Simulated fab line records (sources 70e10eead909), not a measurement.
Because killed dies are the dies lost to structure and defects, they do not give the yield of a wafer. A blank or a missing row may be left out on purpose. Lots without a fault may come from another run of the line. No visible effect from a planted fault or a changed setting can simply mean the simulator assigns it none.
fab line records	flow nand-harc
record: lots: 24	wafers: 72	last-day: 34
route steps=1302 shown A_CHANNEL_FILL_D2@613 A_STAIRCASE@667
lots untouched by any fault: they come from a run of this same line in which no faults occurred
start-h: hours from the record's first day to the start of the lot's first wafer shown	wait-h: hours from the lot's prior step to this one	" the same as in the row above	L1.1+2: one row covering several wafers at once	- no value, or no start given	* or withheld: withheld	< > ~ a bound
route shown NAME@n: names a module that has steps shown in the file, with the first one's number in the route	usual: average and standard deviation across the fault-free wafers	same: alike in all rows	chamber/n: place in a boat	sites: the reading at each site	_std_site: how widely they spread, as a standard deviation	_edge_site: the outer-site mean with the inner-site mean subtracted	radius-mm: for every site, how far away it sits from the centre of the wafer	mask NAME#n: copy n	behind: tool/chamber where the wafer was last shaped	hold: what put the lot on hold/how long, in hours/how the hold closed	device: the transistor (n, p or np) that didn't switch	end of line: tests run on the same wafers once the route is complete	step lacking rows: just its recipe	killed: count of dies lost to structure and defects at first sort (not the wafer's yield)	map: the dies of a wafer, with x for killed, . for not killed, _ for no die there
set.NAME: the run value of the setting; set.NAME@STEP: its run value at that earlier step	model.NAME: the simulator's own value behind a step, which no gauge read
steps of the route over a sample of lots; a table a step, a row a wafer
services: from which hour (start-h, from the record's first day; less than 0 if before it) a tool's chamber was out of use, for how many hours, and why
== steps ==
step: NHARC_A_CHANNEL_FILL_D2_ALD_03
recipe: target-thk-a: 60	pulse-time-s: 60	ald-cycles: 58	temp-c: 630	pressure-torr: 2	material: SiNx
usual: precursor-pulse-height-rel: 1.000/0.02
same: ald-cycles: 58
lot.wafer	tool	chamber	start-h	wait-h	precursor-pulse-height-rel
L074.4	ald-sin-batch-02	0	-	-	0.989
L074.5	"	0	"	"	0.991
L074.6	"	0	"	"	1.005
L075.1	ald-sin-batch-02	0	-	-	1.039
L075.5	"	0	"	"	1.010
L075.6	"	0	"	"	0.979
L076.1	ald-sin-batch-02	0	-	-	1.001
L076.2	"	0	"	"	1.033
L076.5	"	0	"	"	1.008
L077.1	ald-sin-batch-01	0	-	-	0.973
L077.4	"	0	"	"	1.045
L077.6	"	0	"	"	0.979
L078.1	ald-sin-batch-02	0	-	-	0.965
L078.3	"	0	"	"	1.008
L078.6	"	0	"	"	0.997
L079.1	ald-sin-batch-02	0	-	-	0.956
L079.3	"	0	"	"	1.007
L079.5	"	0	"	"	1.005
L080.2	ald-sin-batch-03	0	-	-	1.036
L080.3	"	0	"	"	1.013
L080.6	"	0	"	"	0.992
L081.1	ald-sin-batch-03	0	-	-	0.994
L081.3	"	0	"	"	1.034
L081.5	"	0	"	"	1.016
L082.2	ald-sin-batch-02	0	-	-	1.001
L082.4	"	0	"	"	1.030
L082.5	"	0	"	"	1.002
L083.1	ald-sin-batch-02	0	-	-	1.003
L083.2	"	0	"	"	1.028
L083.4	"	0	"	"	0.991
L084.2	ald-sin-batch-02	0	-	-	0.980
L084.5	"	0	"	"	0.989
L084.6	"	0	"	"	1.032
L085.3	ald-sin-batch-02	0	-	-	1.003
L085.5	"	0	"	"	1.032
L085.6	"	0	"	"	0.996
L086.2	ald-sin-batch-02	0	-	-	0.981
L086.5	"	0	"	"	0.962
L086.6	"	0	"	"	1.010
L087.1	ald-sin-batch-02	0	-	-	0.987
L087.5	"	0	"	"	1.019
L087.6	"	0	"	"	0.981
L088.3	ald-sin-batch-02	0	-	-	1.031
L088.5	"	0	"	"	0.987
L088.6	"	0	"	"	1.026
L089.1	ald-sin-batch-02	0	-	-	1.011
L089.3	"	0	"	"	1.005
L089.5	"	0	"	"	0.994
L091.1	ald-sin-batch-02	0	-	-	0.979
L091.3	"	0	"	"	0.978
L091.5	"	0	"	"	0.993
L090.1	ald-sin-batch-01	0	-	-	0.986
L090.2	"	0	"	"	0.983
L090.6	"	0	"	"	1.006
L092.2	ald-sin-batch-02	0	-	-	1.017
L092.3	"	0	"	"	0.991
L092.4	"	0	"	"	0.993
L093.2	ald-sin-batch-01	0	-	-	0.997
L093.5	"	0	"	"	1.007
L093.6	"	0	"	"	1.004
L094.2	ald-sin-batch-01	0	-	-	0.991
L094.4	"	0	"	"	0.983
L094.5	"	0	"	"	0.990
L095.1	ald-sin-batch-01	0	-	-	1.005
L095.3	"	0	"	"	0.996
L095.6	"	0	"	"	0.998
L096.1	ald-sin-batch-03	0	-	-	0.982
L096.2	"	0	"	"	1.009
L096.3	"	0	"	"	0.983
L097.1	ald-sin-batch-02	0	-	-	0.974
L097.2	"	0	"	"	1.042
L097.3	"	0	"	"	0.986
step: NHARC_A_CHANNEL_FILL_D2_ETCHBACK_19
recipe: target-depth-a: 50	time-s: 1.7	hbr-flow-sccm: 150	cl2-flow-sccm: 50	rf-w: 400	icp-w: 400	bias-w: 100	chemistry: HBr/Cl2
usual: drypump-motor-current-A: 5.9/0.5	oes-product-au: 0.996/0.011	throttle-valve-pct: 26.406/0.0087
lot.wafer	tool	chamber	start-h	wait-h	drypump-motor-current-A	oes-product-au	rf-hours-counter-h	throttle-valve-pct
L074.4	rie-si-05	1	324.92	0.4	6.2	0.991	0.1	26.398
L074.6	"	3	"	"	5.1	1.007	-	26.404
L074.5	"	0	"	"	4.9	0.990	-	26.404
L075.1	rie-si-06	1	332.54	0.4	6.3	0.994	0.5	26.398
L075.6	"	2	"	"	5.7	1.002	-	26.409
L075.5	"	3	"	"	5.6	1.005	-	26.392
L076.1	rie-si-05	0	337.02	0.4	4.9	0.986	0.1	26.395
L076.2	"	2	"	"	6.5	0.989	0.1	26.400
L076.5	"	3	"	"	5.1	1.008	-	26.413
L077.1	rie-si-01	3	353.33	0.4	5.7	0.995	0.9	26.398
L077.4	"	2	"	"	6.2	1.009	1.0	26.414
L077.6	"	0	"	"	6.5	1.012	-	26.411
L079.1	rie-si-06	2	359.04	0.4	5.7	1.008	0.8	26.403
L079.3	"	3	"	"	5.6	1.008	0.7	26.406
L079.5	"	1	"	"	6.2	0.990	-	26.386
L078.1	rie-si-01	1	359.05	0.4	6.0	1.001	0.9	26.408
L078.3	"	2	"	"	6.2	1.018	1.0	26.407
L078.6	"	0	"	"	6.5	0.999	-	26.404
L080.2	rie-si-06	2	380.05	0.4	5.8	1.014	1.0	26.403
L080.3	"	0	"	"	5.6	1.016	0.8	26.407
L080.6	"	2	"	"	5.8	1.000	-	26.422
L081.3	rie-si-01	2	380.05	0.4	6.2	1.019	0	26.406
L081.1	"	3	"	"	5.7	1.002	0	26.404
L081.5	"	0	"	"	6.5	0.990	-	26.408
L083.1	rie-si-06	3	405.14	0.4	5.6	1.007	1.0	26.386
L083.2	"	1	"	"	6.2	0.990	0.9	26.418
L083.4	"	2	"	"	5.7	0.997	1.1	26.405
L082.2	rie-si-05	2	405.15	0.4	6.5	0.998	0.6	26.412
L082.4	"	0	"	"	4.9	0.987	0.6	26.414
L082.5	"	2	"	"	6.5	0.997	-	26.412
L084.2	rie-si-05	2	427.84	0.4	6.5	0.996	0.7	26.404
L084.6	"	1	"	"	6.2	0.980	-	26.417
L084.5	"	2	"	"	6.5	0.989	-	26.415
L085.3	rie-si-01	1	427.86	0.4	6.0	1.009	0.2	26.393
L085.6	"	2	"	"	6.2	0.999	-	26.401
L085.5	"	3	"	"	5.6	1.001	-	26.398
L086.2	rie-si-06	0	448.44	0.4	5.6	1.014	0.1	26.403
L086.5	"	2	"	"	5.7	0.985	-	26.403
L086.6	"	3	"	"	5.6	1.002	-	26.397
L087.1	rie-si-01	2	448.45	0.4	6.2	1.003	0.3	26.414
L087.5	"	3	"	"	5.7	0.996	-	26.408
L087.6	"	0	"	"	6.5	0.977	-	26.399
L089.3	rie-si-05	3	475.09	0.4	5.1	1.003	1.1	26.399
L089.1	"	0	"	"	4.9	0.980	1.0	26.418
L089.5	"	3	"	"	5.1	0.987	-	26.394
L088.3	rie-si-06	3	475.10	0.4	5.6	1.014	0.3	26.387
L088.6	"	1	"	"	6.3	0.983	-	26.405
L088.5	"	2	"	"	5.8	0.983	-	26.409
L090.2	rie-si-01	1	486.37	0.4	6.0	1.006	0.6	26.414
L090.1	"	2	"	"	6.2	0.997	0.7	26.407
L090.6	"	1	"	"	6.0	1.013	-	26.414
L091.3	rie-si-06	0	486.38	0.4	5.6	1.006	0.3	26.411
L091.1	"	1	"	"	6.2	0.972	0.3	26.410
L091.5	"	0	"	"	5.6	1.000	-	26.394
L092.4	rie-si-01	0	506.20	0.4	6.5	0.991	0.7	26.404
L092.3	"	1	"	"	6.0	1.014	0.7	26.414
L092.2	"	3	"	"	5.7	0.998	0.8	26.384
L094.2	rie-si-05	0	524.38	0.4	5.0	0.989	0.2	26.395
L094.4	"	2	"	"	6.5	0.982	0.1	26.405
L094.5	"	3	"	"	5.1	0.991	-	26.406
L095.3	rie-si-01	2	524.39	0.4	6.2	1.008	0.9	26.425
L095.1	"	3	"	"	5.7	0.998	0.9	26.414
L095.6	"	0	"	"	6.5	0.992	-	26.397
L093.2	rie-si-06	3	524.41	0.4	5.6	1.009	0.7	26.413
L093.5	"	0	"	"	5.6	0.989	-	26.401
L093.6	"	1	"	"	6.2	0.977	-	26.419
L096.2	rie-si-05	1	539.49	0.4	6.2	0.994	0.2	26.396
L096.3	"	3	"	"	5.1	0.996	0.3	26.406
L096.1	"	0	"	"	4.9	0.995	0.3	26.402
L097.1	rie-si-05	3	559.96	0.4	5.1	0.991	0.4	26.392
L097.2	"	1	"	"	6.2	0.987	0.4	26.410
L097.3	"	2	"	"	6.5	0.984	0.3	26.402
step: NHARC_A_STAIRCASE_DESCUM_11
recipe: time-s: 3	o2-flow-sccm: 200	ar-flow-sccm: 0	bias-power-w: 0	chemistry: O2
usual: drypump-motor-current-A: 5.75/0.26	oes-product-au: 1.001/0.0084	rf-vpp-V: 57.7/0.88	showerhead-plenum-p-Torr: 1.89/0.082	throttle-valve-pct: 11.311/0.0087
lot.wafer	tool	chamber	start-h	wait-h	drypump-motor-current-A	oes-product-au	rf-hours-counter-h	rf-vpp-V	showerhead-plenum-p-Torr	throttle-valve-pct
L074.4	rie-diel-01	1	351.31	-	6.06	0.997	45	57.2	1.89	11.318
L074.5	"	2	"	"	6.11	0.999	-	58.4	1.83	11.316
L074.6	"	3	"	"	5.66	1.008	-	57.5	1.85	11.304
L075.1	rie-diel-01	1	360.49	-	6.07	0.994	48	57.6	1.88	11.315
L075.5	"	3	"	"	5.62	1.007	-	57.2	1.85	11.320
L075.6	"	0	"	"	5.52	1.004	-	56.7	1.88	11.320
L076.1	rie-diel-01	1	364.05	-	6.07	1.003	48	58.3	1.88	11.318
L076.2	"	0	"	"	5.45	0.996	53	56.8	1.88	11.321
L076.5	"	2	"	"	6.10	1.000	-	56.4	1.83	11.305
L077.4	rie-diel-08	2	381.00	-	5.86	1.003	0	56.6	1.82	11.321
L077.1	"	1	"	"	5.49	1.015	0	56.5	2.05	11.311
L077.6	"	3	"	"	5.92	1.009	-	58.2	1.87	11.308
L078.3	rie-diel-10	1	385.84	-	5.61	0.992	34	55.2	1.77	11.301
L078.1	"	2	"	"	5.20	1.000	37	57.8	1.92	11.320
L078.6	"	3	"	"	6.00	1.010	-	55.5	1.92	11.312
L079.1	rie-diel-10	2	386.12	-	5.15	1.016	37	58.6	1.93	11.315
L079.3	"	0	"	"	5.82	1.001	36	56.5	1.89	11.318
L079.5	"	1	"	"	5.64	0.989	-	59.1	1.77	11.312
L080.2	rie-diel-08	3	406.61	-	5.94	1.007	9	57.2	1.86	11.325
L080.3	"	0	"	"	5.77	0.993	12	57.9	1.78	11.311
L080.6	"	2	"	"	5.82	1.007	-	56.9	1.81	11.292
L081.1	rie-diel-01	2	406.88	-	6.12	0.992	5	57.9	1.83	11.305
L081.3	"	0	"	"	5.44	0.983	6	57.6	1.87	11.317
L081.5	"	2	"	"	6.09	1.009	-	57.1	1.83	11.295
L083.2	rie-diel-10	0	433.92	-	5.84	0.995	0	57.1	1.89	11.315
L083.1	"	1	"	"	5.56	0.995	0	58.5	2.08	11.304
L083.4	"	0	"	"	5.84	0.991	-	56.9	1.89	11.318
L082.2	rie-diel-08	2	434.20	-	5.86	1.001	21	56.7	1.81	11.318
L082.4	"	0	"	"	5.74	0.977	21	56.1	1.77	11.321
L082.5	"	2	"	"	5.87	1.005	-	58.0	1.81	11.309
L084.2	rie-diel-08	1	455.32	-	5.50	1.001	26	58.4	2.05	11.331
L084.5	"	1	"	"	5.48	0.999	-	57.5	2.05	11.319
L084.6	"	2	"	"	5.83	1.006	-	55.5	1.81	11.321
L085.3	rie-diel-08	0	455.61	-	5.73	0.996	25	56.5	1.77	11.312
L085.6	"	3	"	"	5.91	1.020	-	58.8	1.86	11.311
L085.5	"	0	"	"	5.76	0.986	-	55.4	1.77	11.313
L086.2	rie-diel-10	3	478.30	-	6.00	1.014	12	57.9	1.91	11.326
L086.5	"	3	"	"	6.00	1.004	-	59.2	1.91	11.303
L086.6	"	0	"	"	5.83	1.004	-	57.3	1.88	11.307
L087.1	rie-diel-01	2	478.48	-	6.09	0.995	30	56.7	1.82	11.322
L087.6	"	0	"	"	5.48	0.980	-	57.3	1.86	11.306
L087.5	"	1	"	"	6.07	0.995	-	56.9	1.87	11.309
L089.3	rie-diel-10	2	501.75	-	5.22	1.003	17	56.6	1.91	11.294
L089.1	"	0	"	"	5.83	0.997	17	56.6	1.88	11.316
L089.5	"	2	"	"	5.17	1.011	-	58.4	1.91	11.314
L088.3	rie-diel-10	3	501.96	-	6.00	1.002	15	59.5	1.91	11.319
L088.6	"	0	"	"	5.84	1.002	-	56.1	1.88	11.314
L088.5	"	1	"	"	5.60	1.011	-	58.3	2.07	11.309
L090.1	rie-diel-10	2	513.09	-	5.21	1.003	24	58.6	1.91	11.301
L090.2	"	0	"	"	5.84	0.992	21	58.2	1.88	11.306
L090.6	"	3	"	"	5.98	1.003	-	58.5	1.91	11.306
L091.1	rie-diel-01	2	513.16	-	6.10	0.996	40	58.1	1.81	11.304
L091.3	"	0	"	"	5.51	0.996	52	57.8	1.86	11.317
L091.5	"	2	"	"	6.12	0.996	-	56.6	1.81	11.305
L092.4	rie-diel-08	2	533.89	-	5.86	0.996	52	56.4	1.80	11.313
L092.2	"	3	"	"	5.93	0.995	49	57.9	1.85	11.295
L092.3	"	0	"	"	5.75	0.990	52	56.7	1.76	11.316
L093.2	rie-diel-10	0	551.46	-	5.82	0.998	35	57.8	1.87	11.311
L093.6	"	3	"	"	6.00	0.999	-	57.4	1.90	11.303
L093.5	"	0	"	"	5.84	1.007	-	58.3	1.87	11.312
L095.1	rie-diel-01	0	551.89	-	5.51	0.990	65	57.6	1.85	11.315
L095.3	"	3	"	"	5.72	1.003	57	58.0	1.83	11.314
L095.6	"	0	"	"	5.44	0.994	-	56.5	1.85	11.322
L094.4	rie-diel-10	3	552.45	-	6.02	0.983	38	57.9	1.90	11.322
L094.2	"	1	"	"	5.57	0.990	38	58.6	2.06	11.302
L094.5	"	0	"	"	5.82	0.990	-	57.5	1.87	11.320
L096.2	rie-diel-08	1	566.90	-	5.49	1.010	1	58.9	2.03	11.315
L096.3	"	3	"	"	5.92	0.997	1	58.0	1.85	11.314
L096.1	"	0	"	"	5.76	1.002	1	58.2	2.08	11.313
L097.1	rie-diel-10	3	586.92	-	6.00	0.999	49	57.5	1.90	11.285
L097.3	"	0	"	"	5.81	1.000	47	57.7	1.87	11.317
L097.2	"	2	"	"	5.19	1.004	54	57.0	1.90	11.313
step: NHARC_A_STAIRCASE_TRIM_12
recipe: time-s: 211.2	o2-flow-sccm: 500	ar-flow-sccm: 0	bias-w: 0	chemistry: O2
usual: drypump-motor-current-A: 5.74/0.27	oes-product-au: 1.001/0.0087	rf-vpp-V: 57.7/0.85	showerhead-plenum-p-Torr: 3.49/0.15	throttle-valve-pct: 17.036/0.01
lot.wafer	tool	chamber	start-h	wait-h	drypump-motor-current-A	oes-product-au	rf-hours-counter-h	rf-vpp-V	showerhead-plenum-p-Torr	throttle-valve-pct
L074.4	rie-diel-01	2	351.38	0.1	6.13	1.000	49	58.0	3.38	17.040
L074.5	"	1	"	"	6.12	1.018	-	57.6	3.48	17.054
L074.6	"	2	"	"	6.11	0.995	-	56.5	3.38	17.040
L075.1	rie-diel-01	2	360.60	0.1	6.12	1.002	51	58.8	3.38	17.050
L075.6	"	3	"	"	5.66	1.000	-	58.1	3.41	17.048
L075.5	"	0	"	"	5.47	1.003	-	57.0	3.47	17.044
L076.1	rie-diel-01	3	364.14	0.1	5.67	0.995	48	56.7	3.41	17.030
L076.2	"	0	"	"	5.53	0.995	53	57.7	3.47	17.040
L076.5	"	3	"	"	5.63	0.997	-	57.5	3.41	17.027
L077.4	rie-diel-08	1	381.09	0.1	5.52	1.002	0	59.3	3.77	17.030
L077.1	"	2	"	"	5.86	1.004	0	58.3	3.36	17.031
L077.6	"	2	"	"	5.89	1.003	-	57.0	3.36	17.054
L078.3	rie-diel-10	2	385.91	0.1	5.18	1.003	37	57.6	3.55	17.050
L078.1	"	3	"	"	6.01	1.017	44	58.3	3.54	17.026
L078.6	"	2	"	"	5.21	0.990	-	57.6	3.55	17.017
L079.3	rie-diel-10	2	386.27	0.1	5.15	1.002	37	57.8	3.55	17.049
L079.1	"	3	"	"	6.00	1.016	44	58.9	3.54	17.036
L079.5	"	2	"	"	5.19	1.010	-	58.3	3.55	17.051
L080.3	rie-diel-08	2	406.67	0.1	5.86	0.999	12	57.1	3.36	17.027
L080.2	"	1	"	"	5.50	1.007	12	57.5	3.76	17.042
L080.6	"	3	"	"	5.91	1.003	-	57.5	3.45	17.021
L081.1	rie-diel-01	0	407.72	0.8	5.55	0.973	7	57.6	3.46	17.025
L081.3	"	1	"	"	6.10	1.008	8	58.3	3.47	17.021
L081.5	"	3	"	"	5.66	0.997	-	58.3	3.41	17.041
L083.2	rie-diel-10	3	434.04	0.1	6.02	1.008	0	57.5	3.53	17.036
L083.1	"	0	"	"	5.82	0.998	0	56.9	3.48	17.031
L083.4	"	1	"	"	5.66	1.019	-	57.2	3.81	17.038
L082.2	rie-diel-08	3	434.28	0.1	5.94	0.995	18	59.5	3.44	17.034
L082.4	"	2	"	"	5.86	1.002	21	59.1	3.35	17.028
L082.5	"	3	"	"	5.92	1.000	-	58.1	3.44	17.038
L084.2	rie-diel-08	1	455.43	0.1	5.49	1.008	26	58.0	3.76	17.050
L084.5	"	3	"	"	5.94	0.996	-	58.0	3.44	17.044
L084.6	"	0	"	"	5.74	0.986	-	57.2	3.29	17.042
L085.3	rie-diel-08	3	455.74	0.1	5.95	1.005	23	56.4	3.44	17.040
L085.6	"	3	"	"	5.93	0.999	-	58.1	3.44	17.036
L085.5	"	0	"	"	5.76	0.995	-	57.5	3.29	17.037
L086.2	rie-diel-10	3	478.43	0.1	5.99	0.998	12	56.1	3.53	17.040
L086.6	"	0	"	"	5.83	1.006	-	56.9	3.47	17.038
L086.5	"	1	"	"	5.64	0.999	-	58.9	3.80	17.044
L087.1	rie-diel-01	1	478.58	0.1	6.08	1.008	40	57.4	3.45	17.027
L087.6	"	3	"	"	5.69	1.000	-	57.2	3.39	17.041
L087.5	"	0	"	"	5.45	1.002	-	56.9	3.44	17.057
L089.1	rie-diel-10	1	501.84	0.1	5.66	0.999	20	57.9	3.80	17.016
L089.3	"	2	"	"	5.17	1.012	17	59.1	3.53	17.046
L089.5	"	1	"	"	5.66	0.994	-	57.0	3.80	17.047
L088.3	rie-diel-10	1	502.02	0.1	5.56	0.998	20	58.7	3.80	17.030
L088.6	"	1	"	"	5.61	0.993	-	59.1	3.80	17.036
L088.5	"	2	"	"	5.17	1.011	-	56.5	3.53	17.050
L090.1	rie-diel-10	0	513.19	0.1	5.88	1.002	21	56.8	3.47	17.032
L090.2	"	2	"	"	5.18	1.004	24	57.4	3.53	17.038
L090.6	"	0	"	"	5.82	0.990	-	56.7	3.47	17.048
L091.3	rie-diel-01	1	513.26	0.1	6.09	1.004	50	57.6	3.45	17.033
L091.1	"	3	"	"	5.66	1.014	45	58.5	3.38	17.031
L091.5	"	0	"	"	5.44	0.996	-	57.4	3.43	17.045
L092.4	rie-diel-08	2	533.97	0.1	5.84	1.010	52	57.5	3.34	17.052
L092.2	"	3	"	"	5.93	0.994	49	57.9	3.42	17.035
L092.3	"	1	"	"	5.50	1.022	53	60.0	3.74	17.026
L093.2	rie-diel-10	1	551.57	0.1	5.57	0.990	37	59.5	3.79	17.033
L093.6	"	0	"	"	5.83	0.993	-	57.3	3.46	17.036
L093.5	"	1	"	"	5.56	0.992	-	56.7	3.79	17.061
L095.3	rie-diel-01	1	551.98	0.1	6.08	1.012	64	58.2	3.44	17.041
L095.1	"	2	"	"	6.13	0.986	53	57.3	3.35	17.019
L095.6	"	1	"	"	6.11	1.003	-	57.3	3.44	17.035
L094.4	rie-diel-10	0	552.54	0.1	5.80	0.993	35	58.5	3.46	17.023
L094.2	"	1	"	"	5.62	0.987	38	57.6	3.79	17.023
L094.5	"	0	"	"	5.83	0.984	-	57.4	3.46	17.030
L096.3	rie-diel-08	1	566.98	0.1	5.50	1.009	1	59.3	3.74	17.045
L096.1	"	3	"	"	5.92	0.996	1	57.7	3.42	17.029
L096.2	"	0	"	"	5.71	0.999	1	58.3	3.81	17.037
L097.3	rie-diel-10	2	587.00	0.1	5.16	1.008	54	58.9	3.51	17.043
L097.1	"	0	"	"	5.84	0.996	47	57.3	3.46	17.028
L097.2	"	1	"	"	5.59	1.010	52	58.7	3.78	17.033
step: NHARC_A_STAIRCASE_ETCH_17
recipe: target-depth-a: 1000	time-s: 40.5	ion-energy-ev: 400	c4f8-flow-sccm: 20	o2-flow-sccm: 10	ar-flow-sccm: withheld	rf-w: 600	bias-w: 1000	chemistry: C4F8/O2
usual: oes-product-au: 0.942/0.01	rf-vpp-V: 894/5.3
lot.wafer	tool	chamber	start-h	wait-h	oes-product-au	rf-hours-counter-h	rf-vpp-V
L074.4	rie-diel-01	3	-	-	0.942	45	893
L074.6	"	2	"	"	0.939	-	890
L074.5	"	3	"	"	0.940	-	891
L075.1	rie-diel-01	1	-	-	0.952	48	893
L075.6	"	3	"	"	0.951	-	892
L075.5	"	0	"	"	0.935	-	894
L076.2	rie-diel-01	2	-	-	0.942	52	891
L076.1	"	0	"	"	0.955	53	895
L076.5	"	3	"	"	0.955	-	892
L077.1	rie-diel-08	0	-	-	0.939	0	886
L077.4	"	2	"	"	0.954	0	890
L077.6	"	0	"	"	0.931	-	886
L078.1	rie-diel-10	1	-	-	0.924	35	886
L078.3	"	0	"	"	0.930	37	895
L078.6	"	2	"	"	0.925	-	899
L079.3	rie-diel-10	2	-	-	0.938	38	897
L079.1	"	0	"	"	0.951	37	894
L079.5	"	2	"	"	0.940	-	897
L080.2	rie-diel-08	2	-	-	0.940	12	890
L080.3	"	0	"	"	0.940	12	889
L080.6	"	2	"	"	0.937	-	889
L081.1	rie-diel-01	3	-	-	0.931	7	891
L081.3	"	0	"	"	0.933	7	895
L081.5	"	2	"	"	0.930	-	891
L083.2	rie-diel-10	1	-	-	0.946	0	907
L083.1	"	0	"	"	0.934	0	894
L083.4	"	0	"	"	0.938	-	894
L082.4	rie-diel-08	2	-	-	0.925	21	889
L082.2	"	3	"	"	0.936	19	894
L082.5	"	2	"	"	0.927	-	891
L084.2	rie-diel-08	0	-	-	0.923	26	886
L084.6	"	0	"	"	0.943	-	886
L084.5	"	1	"	"	0.954	-	905
L085.3	rie-diel-08	1	-	-	0.933	27	905
L085.6	"	2	"	"	0.948	-	890
L085.5	"	3	"	"	0.947	-	892
L086.2	rie-diel-10	2	-	-	0.949	14	895
L086.5	"	3	"	"	0.957	-	895
L086.6	"	0	"	"	0.951	-	892
L087.1	rie-diel-01	2	-	-	0.956	31	892
L087.6	"	2	"	"	0.951	-	891
L087.5	"	3	"	"	0.944	-	890
L089.3	rie-diel-10	3	-	-	0.947	16	896
L089.1	"	2	"	"	0.946	18	897
L089.5	"	0	"	"	0.934	-	894
L088.3	rie-diel-10	1	-	-	0.946	20	905
L088.5	"	2	"	"	0.931	-	896
L088.6	"	3	"	"	0.930	-	896
L090.1	rie-diel-10	1	-	-	0.941	25	905
L090.2	"	3	"	"	0.953	22	895
L090.6	"	0	"	"	0.941	-	893
L091.3	rie-diel-01	3	-	-	0.971	45	891
L091.1	"	1	"	"	0.944	51	893
L091.5	"	0	"	"	0.939	-	892
L092.4	rie-diel-08	1	-	-	0.973	54	904
L092.2	"	3	"	"	0.935	50	892
L092.3	"	0	"	"	0.943	52	886
L093.2	rie-diel-10	0	-	-	0.939	35	893
L093.6	"	2	"	"	0.958	-	897
L093.5	"	3	"	"	0.935	-	895
L095.1	rie-diel-01	3	-	-	0.936	57	890
L095.3	"	0	"	"	0.940	65	892
L095.6	"	3	"	"	0.943	-	890
L094.4	rie-diel-10	0	-	-	0.935	35	894
L094.2	"	3	"	"	0.931	39	896
L094.5	"	0	"	"	0.935	-	892
L096.3	rie-diel-08	2	-	-	0.941	2	891
L096.1	"	3	"	"	0.937	1	891
L096.2	"	0	"	"	0.958	1	906
L097.3	rie-diel-10	3	-	-	0.942	50	895
L097.2	"	0	"	"	0.939	47	893
L097.1	"	1	"	"	0.947	52	904
step: NHARC_A_STAIRCASE_ETCH_27
recipe: target-depth-a: 1000	time-s: 40.5	ion-energy-ev: 400	c4f8-flow-sccm: 20	o2-flow-sccm: 10	ar-flow-sccm: withheld	rf-w: 600	bias-w: 1000	chemistry: C4F8/O2
usual: oes-product-au: 0.946/0.011	rf-vpp-V: 894/4.9
lot.wafer	tool	chamber	start-h	wait-h	oes-product-au	rf-hours-counter-h	rf-vpp-V
L074.4	rie-diel-01	3	-	-	0.947	46	891
L074.6	"	3	"	"	0.941	-	892
L074.5	"	0	"	"	0.952	-	894
L075.1	rie-diel-10	0	-	-	0.932	29	895
L075.6	"	2	"	"	0.945	-	897
L075.5	"	3	"	"	0.960	-	898
L076.1	rie-diel-08	2	-	-	0.953	51	890
L076.2	"	3	"	"	0.948	49	893
L076.5	"	1	"	"	0.956	-	904
L077.1	rie-diel-10	0	-	-	0.935	35	895
L077.4	"	2	"	"	0.964	36	896
L077.6	"	0	"	"	0.939	-	896
L078.3	rie-diel-08	2	-	-	0.946	2	890
L078.1	"	0	"	"	0.934	3	887
L078.6	"	2	"	"	0.956	-	888
L079.3	rie-diel-10	1	-	-	0.938	36	888
L079.1	"	2	"	"	0.968	39	896
L079.5	"	2	"	"	0.954	-	896
L080.3	rie-diel-10	0	-	-	0.950	47	895
L080.2	"	3	"	"	0.957	54	896
L080.6	"	1	"	"	0.952	-	886
L081.1	rie-diel-10	1	-	-	0.940	42	888
L081.3	"	2	"	"	0.958	47	896
L081.5	"	3	"	"	0.966	-	897
L083.1	rie-diel-10	2	-	-	0.958	0	897
L083.2	"	3	"	"	0.952	1	896
L083.4	"	0	"	"	0.950	1	894
L082.2	rie-diel-01	3	-	-	0.940	17	891
L082.4	"	0	"	"	0.932	22	892
L082.5	"	2	"	"	0.937	-	890
L085.3	rie-diel-08	1	-	-	0.943	27	905
L085.5	"	1	"	"	0.940	-	904
L085.6	"	2	"	"	0.947	-	890
L084.2	rie-diel-10	0	-	-	0.921	7	895
L084.5	"	2	"	"	0.929	-	896
L084.6	"	3	"	"	0.924	-	896
L086.2	rie-diel-10	0	-	-	0.947	14	893
L086.6	"	0	"	"	0.938	-	894
L086.5	"	1	"	"	0.949	-	906
L087.1	rie-diel-01	0	-	-	0.928	44	893
L087.6	"	2	"	"	0.947	-	891
L087.5	"	3	"	"	0.931	-	890
L088.3	rie-diel-01	3	-	-	0.952	42	891
L088.6	"	3	"	"	0.953	-	891
L088.5	"	0	"	"	0.939	-	893
L089.3	rie-diel-08	2	-	-	0.941	39	889
L089.1	"	3	"	"	0.946	36	892
L089.5	"	1	"	"	0.951	-	904
L091.1	rie-diel-01	0	-	-	0.946	53	893
L091.3	"	1	"	"	0.956	51	894
L091.5	"	0	"	"	0.935	-	891
L090.2	rie-diel-10	2	-	-	0.936	25	896
L090.1	"	0	"	"	0.949	23	894
L090.6	"	1	"	"	0.951	-	907
L092.2	rie-diel-01	2	-	-	0.964	49	891
L092.3	"	3	"	"	0.949	53	891
L092.4	"	0	"	"	0.929	60	892
L093.2	rie-diel-01	0	-	-	0.951	66	892
L093.5	"	0	"	"	0.948	-	892
L093.6	"	1	"	"	0.939	-	893
L095.1	rie-diel-10	2	-	-	0.941	42	895
L095.3	"	1	"	"	0.932	39	904
L095.6	"	3	"	"	0.945	-	896
L094.4	rie-diel-10	3	-	-	0.931	40	896
L094.2	"	2	"	"	0.953	42	895
L094.5	"	3	"	"	0.930	-	896
L096.3	rie-diel-08	3	-	-	0.946	1	891
L096.2	"	0	"	"	0.952	2	905
L096.1	"	1	"	"	0.959	2	904
L097.1	rie-diel-10	3	-	-	0.956	50	896
L097.2	"	0	"	"	0.952	48	894
L097.3	"	1	"	"	0.963	53	904
== services ==
tool	chamber	start-h	hours	kind
rie-diel-08	-	284.16	1.4	repair
rie-diel-10	0	288.44	21.7	repair
rie-si-06	1	293.59	8.9	repair
rie-si-05	-	305.00	9.0	pm
rie-diel-01	-	309.30	0.6	repair
rie-si-05	-	321.61	2.3	repair
rie-diel-08	-	334.32	0.7	repair
rie-si-01	0	339.10	8.5	repair
rie-diel-08	0	349.19	9.5	repair
rie-diel-08	-	353.90	1.2	repair
rie-si-01	-	370.00	9.0	pm
rie-diel-08	-	370.53	9.0	pm
rie-diel-01	-	382.61	9.0	pm
rie-diel-10	1	393.31	7.2	repair
rie-diel-08	3	395.82	5.9	repair
rie-si-06	2	409.74	2.1	repair
rie-diel-10	-	424.43	9.0	pm
rie-si-06	-	426.00	9.0	pm
rie-diel-01	2	443.63	9.3	repair
rie-diel-01	0	483.12	3.1	repair
rie-diel-08	-	549.95	9.0	pm
rie-diel-01	-	559.61	9.0	pm
rie-diel-08	3	561.34	3.8	repair
rie-diel-08	2	573.35	5.6	repair
== key ==
fault none
